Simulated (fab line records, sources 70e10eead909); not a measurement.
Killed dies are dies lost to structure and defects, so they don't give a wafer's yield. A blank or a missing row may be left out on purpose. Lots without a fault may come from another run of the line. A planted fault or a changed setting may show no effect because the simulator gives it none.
Which tool did it? | flow nand_harc | 10 lots, 30 wafers sampled, at 7 steps of a route of 1302

WHAT THE GAUGES READ, wafer by wafer
NHARC_A_CHANNEL_HOLE_D1_CD_MEAS_30. Usual: cd_nm 89.7 nm, standard deviation 1.
lot  | measured     | on        | cd_nm (nm)     | flag
L548 | day 9 22:37  | cd_sem-03 | 90.5 90.3 89.6 |
L550 | day 11 08:27 | cd_sem-03 | 90.1 89.5 89.6 |
L553 | day 12 09:13 | cd_sem-02 | 88.4 90.3 89.3 |
L558 | day 14 16:35 | cd_sem-02 | 88.3 89.3 88.6 |
L559 | day 14 16:36 | cd_sem-03 | 0.2 -0.2 -0.6  | OFF
L560 | day 14 20:46 | cd_sem-02 | 0.4 -0.2 -0.1  | OFF
L562 | day 15 13:29 | cd_sem-02 | 0.0 0.0 -0.2   | OFF
L565 | day 17 10:16 | cd_sem-03 | 88.7 90.8 88.6 |
L566 | day 17 14:28 | cd_sem-03 | 89.5 89.0 89.7 |
L567 | day 17 18:40 | cd_sem-03 | 89.5 88.6 89.0 |

NHARC_END_SORT_01. Usual: killed_at_array 56, standard deviation 21; killed_at_other 1.2, standard deviation 1.6; killed_at_periphery 3.7, standard deviation 2.5; killed_dies 61, standard deviation 21; killed_open 3.1, standard deviation 1.8; killed_short 2.8, standard deviation 1.7.
lot  | measured     | on        | killed_at_array | killed_at_other | killed_at_periphery | killed_dies | killed_open | killed_short | flag
L559 | day 30 02:55 | prober-02 | 675 674 674     | 0 2 1           | 2 1 2               | 677 677 677 | 2 2 5       | 1 5 4        | OFF
L560 | day 30 03:07 | prober-01 | 676 676 674     | 0 0 0           | 1 1 3               | 677 677 677 | 2 4 0       | 4 1 3        | OFF
L562 | day 30 16:14 | prober-01 | 671 670 668     | 0 0 0           | 6 7 9               | 677 677 677 | 2 3 3       | 3 5 6        | OFF

WHICH TOOL RAN EACH LOT (tool, then ch and the chambers of the sampled wafers, then the start)
lot  | NHARC_A_CHANNEL_HOLE_D1_DEP_00 | NHARC_A_CHANNEL_HOLE_D1_DESCUM_15  | NHARC_A_CHANNEL_HOLE_D1_ETCH_19  | NHARC_A_CHANNEL_HOLE_D1_ETCH_20  | NHARC_A_CHANNEL_HOLE_D1_XSEM_31
L548 | acl_dep-02 ch 0, day 9 11:50   | rie_diel-05 ch 0,1,3, day 9 14:29  | har_etch-01 ch 1, day 9 16:05    | har_etch-01 ch 1, day 9 16:14    | xsem-02 ch 0, day 9 22:43
L550 | acl_dep-02 ch 0, day 10 16:49  | rie_diel-07 ch 2,3, day 10 19:38   | har_etch-02 ch 1, day 10 22:47   | har_etch-02 ch 1, day 10 23:00   | xsem-01 ch 0, day 11 08:32
L553 | acl_dep-03 ch 0, day 11 13:35  | rie_diel-01 ch 0,1,3, day 11 16:30 | har_etch-02 ch 0, day 11 23:32   | har_etch-02 ch 0, day 11 23:46   | xsem-01 ch 0, day 12 09:18
L558 | acl_dep-03 ch 0, day 14 07:09  | rie_diel-07 ch 2,3, day 14 09:44   | har_etch-01 ch 0,1, day 14 11:04 | har_etch-01 ch 0,1, day 14 11:13 | xsem-01 ch 0, day 14 16:40
L559 | acl_dep-02 ch 0, day 14 07:19  | rie_diel-01 ch 0,2,3, day 14 09:53 | har_etch-02 ch 1, day 14 11:04   | har_etch-02 ch 1, day 14 11:11   | xsem-02 ch 0, day 14 16:41
L560 | acl_dep-01 ch 0, day 14 08:52  | rie_diel-01 ch 0,1,3, day 14 11:22 | har_etch-01 ch 0,1, day 14 15:13 | har_etch-01 ch 0,1, day 14 15:20 | xsem-01 ch 0, day 14 20:51
L562 | acl_dep-02 ch 0, day 15 02:44  | rie_diel-01 ch 1,2, day 15 05:15   | har_etch-02 ch 0,1, day 15 06:56 | har_etch-02 ch 0,1, day 15 07:03 | xsem-01 ch 0, day 15 13:34
L565 | acl_dep-03 ch 0, day 16 18:17  | rie_diel-05 ch 0,2,3, day 16 21:20 | har_etch-01 ch 0,1, day 17 04:44 | har_etch-01 ch 0,1, day 17 04:51 | xsem-02 ch 0, day 17 10:22
L566 | acl_dep-02 ch 0, day 16 19:08  | rie_diel-07 ch 1,2, day 16 21:40   | har_etch-01 ch 0,1, day 17 08:56 | har_etch-01 ch 0,1, day 17 09:05 | xsem-01 ch 0, day 17 14:33
L567 | acl_dep-02 ch 0, day 17 04:19  | rie_diel-01 ch 0,1,2, day 17 06:50 | har_etch-01 ch 0,1, day 17 13:08 | har_etch-01 ch 0,1, day 17 13:17 | xsem-02 ch 0, day 17 18:46
- NHARC_A_CHANNEL_HOLE_D1_DEP_00: deposits aC, target thk 3100 nm.
- NHARC_A_CHANNEL_HOLE_D1_DESCUM_15: chemistry O2, time 3 s.
- NHARC_A_CHANNEL_HOLE_D1_ETCH_19: etches the open film in C4F8/O2/Ar, time 34.5 s.
- NHARC_A_CHANNEL_HOLE_D1_ETCH_20: etches the open film in C4F8/O2/Ar, time 361.9 s, target depth 1600 nm.
- NHARC_A_CHANNEL_HOLE_D1_XSEM_31

WHAT THE TOOLS THEMSELVES READ (means of the sampled wafers that have a number; where no wafer has one, the mark that the record gives instead)
NHARC_A_CHANNEL_HOLE_D1_DEP_00. Usual: throttle_valve_pct 35.000 %, standard deviation 0.009.
lot  | tool       | throttle_valve_pct (%) | flag
L548 | acl_dep-02 | 34.997                 |
L550 | acl_dep-02 | 35.001                 |
L553 | acl_dep-03 | 35.001                 |
L558 | acl_dep-03 | 35.007                 |
L559 | acl_dep-02 | 34.996                 |
L560 | acl_dep-01 | 34.997                 |
L562 | acl_dep-02 | 34.998                 |
L565 | acl_dep-03 | 35.006                 |
L566 | acl_dep-02 | 34.994                 |
L567 | acl_dep-02 | 35.005                 |

NHARC_A_CHANNEL_HOLE_D1_DESCUM_15. Usual: drypump_motor_current_A 5.64 A, standard deviation 0.28; oes_product_au 1.001 a.u., standard deviation 0.0069; rf_vpp_V 57.9 V, standard deviation 0.92; showerhead_plenum_p_Torr 1.92 Torr, standard deviation 0.1; throttle_valve_pct 11.310 %, standard deviation 0.009.
lot  | tool        | drypump_motor_current_A (A) | oes_product_au (a.u.) | rf_vpp_V (V) | showerhead_plenum_p_Torr (Torr) | throttle_valve_pct (%) | flag
L548 | rie_diel-05 | 5.72                        | 0.995                 | 58.6         | 1.98                            | 11.316                 |
L550 | rie_diel-07 | 6.08                        | 0.997                 | 58.1         | 1.99                            | 11.312                 |
L553 | rie_diel-01 | 5.41                        | 1.004                 | 58.4         | 1.92                            | 11.315                 |
L558 | rie_diel-07 | 6.02                        | 1.005                 | 58.1         | 1.95                            | 11.317                 |
L559 | rie_diel-01 | 5.54                        | 1.009                 | 58.2         | 1.94                            | 11.302                 |
L560 | rie_diel-01 | 5.42                        | 0.994                 | 57.6         | 1.92                            | 11.310                 |
L562 | rie_diel-01 | 5.47                        | 0.998                 | 57.9         | 1.94                            | 11.318                 |
L565 | rie_diel-05 | 5.66                        | 1.004                 | 58.8         | 1.95                            | 11.307                 |
L566 | rie_diel-07 | 5.89                        | 1.001                 | 56.8         | 1.86                            | 11.318                 |
L567 | rie_diel-01 | 5.58                        | 0.998                 | 57.9         | 1.98                            | 11.314                 |

NHARC_A_CHANNEL_HOLE_D1_ETCH_19. Usual: bias_v 1198 V, standard deviation 11; c4f8_flow_sccm 28.81 sccm, standard deviation 0.1; drypump_motor_current_A 6.07 A, standard deviation 0.29; showerhead_plenum_p_Torr 3.67 Torr, standard deviation 0.16; throttle_valve_pct 37.038 %, standard deviation 0.0093.
lot  | tool        | bias_v (V) | c4f8_flow_sccm (sccm) | drypump_motor_current_A (A) | showerhead_plenum_p_Torr (Torr) | throttle_valve_pct (%) | flag
L548 | har_etch-01 | 1215       | 28.82                 | 5.87                        | 3.77                            | 37.040                 |
L550 | har_etch-02 | 1186       | 28.85                 | 5.72                        | 3.54                            | 37.042                 |
L553 | har_etch-02 | 1207       | 28.78                 | 6.55                        | 3.98                            | 37.031                 |
L558 | har_etch-01 | 1193       | 28.83                 | 5.96                        | 3.68                            | 37.037                 |
L559 | har_etch-02 | 1198       | 28.79                 | 5.72                        | 3.52                            | 37.037                 |
L560 | har_etch-01 | 1192       | 28.87                 | 6.08                        | 3.62                            | 37.042                 |
L562 | har_etch-02 | 1196       | 28.76                 | 6.28                        | 3.80                            | 37.030                 |
L565 | har_etch-01 | 1206       | 28.77                 | 6.11                        | 3.60                            | 37.044                 |
L566 | har_etch-01 | 1206       | 28.94                 | 5.99                        | 3.65                            | 37.046                 |
L567 | har_etch-01 | 1205       | 28.82                 | 6.01                        | 3.65                            | 37.041                 |

NHARC_A_CHANNEL_HOLE_D1_ETCH_20. Usual: c4f8_flow_sccm 89.30 sccm, standard deviation 0.25; chamber_pressure_mTorr 19.997 mTorr, standard deviation 0.019; drypump_motor_current_A 6.08 A, standard deviation 0.29; showerhead_plenum_p_Torr 3.63 Torr, standard deviation 0.15; throttle_valve_pct 32.156 %, standard deviation 0.0092.
lot  | tool        | c4f8_flow_sccm (sccm) | chamber_pressure_mTorr (mTorr) | drypump_motor_current_A (A) | showerhead_plenum_p_Torr (Torr) | throttle_valve_pct (%) | flag
L548 | har_etch-01 | 89.20                 | 20.000                         | 5.91                        | 3.72                            | 32.161                 |
L550 | har_etch-02 | 89.50                 | 19.986                         | 5.74                        | 3.51                            | 32.155                 |
L553 | har_etch-02 | 89.06                 | 20.024                         | 6.55                        | 3.93                            | 32.157                 |
L558 | har_etch-01 | 89.38                 | 19.992                         | 5.98                        | 3.63                            | 32.149                 |
L559 | har_etch-02 | -                     | -                              | -                           | -                               | -                      | OFF
L560 | har_etch-01 | -                     | -                              | -                           | -                               | -                      | OFF
L562 | har_etch-02 | -                     | -                              | -                           | -                               | -                      | OFF
L565 | har_etch-01 | 88.98                 | 19.993                         | 6.10                        | 3.57                            | 32.160                 |
L566 | har_etch-01 | 89.29                 | 20.022                         | 6.03                        | 3.61                            | 32.146                 |
L567 | har_etch-01 | 89.38                 | 19.989                         | 6.00                        | 3.61                            | 32.153                 |

NHARC_A_CHANNEL_HOLE_D1_XSEM_31. Usual: bot_cd_nm 74.3 nm, standard deviation 1.2; bow_nm 8.73 nm, standard deviation 0.21; tilt_deg 0.07 degrees, standard deviation 0.047.
lot  | tool    | bot_cd_nm (nm) | bow_nm (nm) | tilt_deg (degrees) | flag
L548 | xsem-02 | 74.4           | 8.58        | 0.08               |
L550 | xsem-01 | 74.9           | 8.72        | 0.01               |
L553 | xsem-01 | 74.0           | 8.77        | 0.05               |
L558 | xsem-01 | 74.0           | 8.56        | 0.05               |
L559 | xsem-02 | 0.0            | 0.36        | 0.10               | OFF
L560 | xsem-01 | 0.9            | 0.42        | -0.03              | OFF
L562 | xsem-01 | 0.5            | 0.48        | 0.13               | OFF
L565 | xsem-02 | 73.4           | 8.55        | 0.05               |
L566 | xsem-01 | 73.8           | 8.85        | 0.04               |
L567 | xsem-02 | 73.2           | 8.58        | 0.11               |

THE ANSWER, worked out from the rows above alone
Rule: a lot is off if the mean of its wafers that have a number lies more than 3 standard deviations from the usual mean. A lot without any number at a reading at which 4 lots or more have one is off too. The other lots that the step has rows for count as sound. The gauges are gone through in route order, then the tools' own readings, and for those a lot's mean is taken as printed above. The first step at which some lot is off is used, and at that step the reading that is off furthest; a lot without a number counts as furthest.
Off: L559, L560, L562, at NHARC_A_CHANNEL_HOLE_D1_CD_MEAS_30 (cd_nm).
A tool fits if, at a process step before that reading, it ran every lot that is off, and no sound lot after the first of them. The gauges at NHARC_A_CHANNEL_HOLE_D1_CD_MEAS_30 aren't tried: what is off there is off at NHARC_END_SORT_01 too, on other tools, and a gauge's error can't cause that. None of those tried fits.

WHAT THE SIMULATOR HAD PUT IN
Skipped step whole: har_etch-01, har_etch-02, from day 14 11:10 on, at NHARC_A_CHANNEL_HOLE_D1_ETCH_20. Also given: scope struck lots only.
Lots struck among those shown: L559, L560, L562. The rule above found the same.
